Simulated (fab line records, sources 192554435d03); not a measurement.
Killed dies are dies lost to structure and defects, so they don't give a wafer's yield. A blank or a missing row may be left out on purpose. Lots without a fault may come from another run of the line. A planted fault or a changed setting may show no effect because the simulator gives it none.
Chamber matching | flow n5_finfet | N5_BEOL_M4_VIA_ETCH_34 on rie_diel-05: 4 sister chambers
The step etches the open film in C4F6/O2, target depth 69.4 nm, time 65.9 s. 8 wafers are shown with their chamber, then 8 later ones without.

WAFERS WITH THEIR CHAMBER
wafer  | chamber | showerhead_plenum_p_Torr (Torr) | rf_vpp_V (V)
L075.6 | 0       | 2.71                            | 679
L080.1 | 0       | 2.70                            | 678
L080.6 | 2       | 2.96                            | 661
L082.4 | 3       | 2.82                            | 640
L082.6 | 3       | 2.82                            | 640
L083.4 | 1       | 2.79                            | 659
L083.6 | 1       | 2.79                            | 657
L087.1 | 2       | 2.95                            | 659

WAFERS WITHOUT THEIR CHAMBER
wafer  | showerhead_plenum_p_Torr (Torr) | rf_vpp_V (V)
L087.4 | 2.79                            | 657
L087.5 | 3.04                            | 688
L090.3 | 3.03                            | 688
L090.4 | 2.78                            | 658
L090.6 | 2.94                            | 661
L094.2 | 3.03                            | 688
L094.4 | 3.03                            | 688
L094.5 | 2.81                            | 639

WHICH CHAMBER EACH WENT THROUGH
wafer  | from the rows above | in truth
L087.4 | 1                   | 1
L087.5 | 2                   | 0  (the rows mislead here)
L090.3 | 2                   | 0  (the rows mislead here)
L090.4 | 1                   | 1
L090.6 | 2                   | 2
L094.2 | 2                   | 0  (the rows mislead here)
L094.4 | 2                   | 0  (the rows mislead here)
L094.5 | 3                   | 3
Placed correctly: 4 of 8. Can't be placed from these rows: 0. Placed wrongly: 4.
How it was worked out, from the rows above alone: a wafer's distance from a chamber is the root of the sum, over the readings, of the square of ((its reading less the chamber's mean) divided by the reading's scatter). The wafer belongs to the nearest chamber; if the next one is less than 2 further off, it can't be placed. A chamber's mean is the mean of its shown wafers. The scatter: the root of (the sum of the squares of (reading less its chamber's mean) over the shown wafers, divided by (wafers less chambers)).
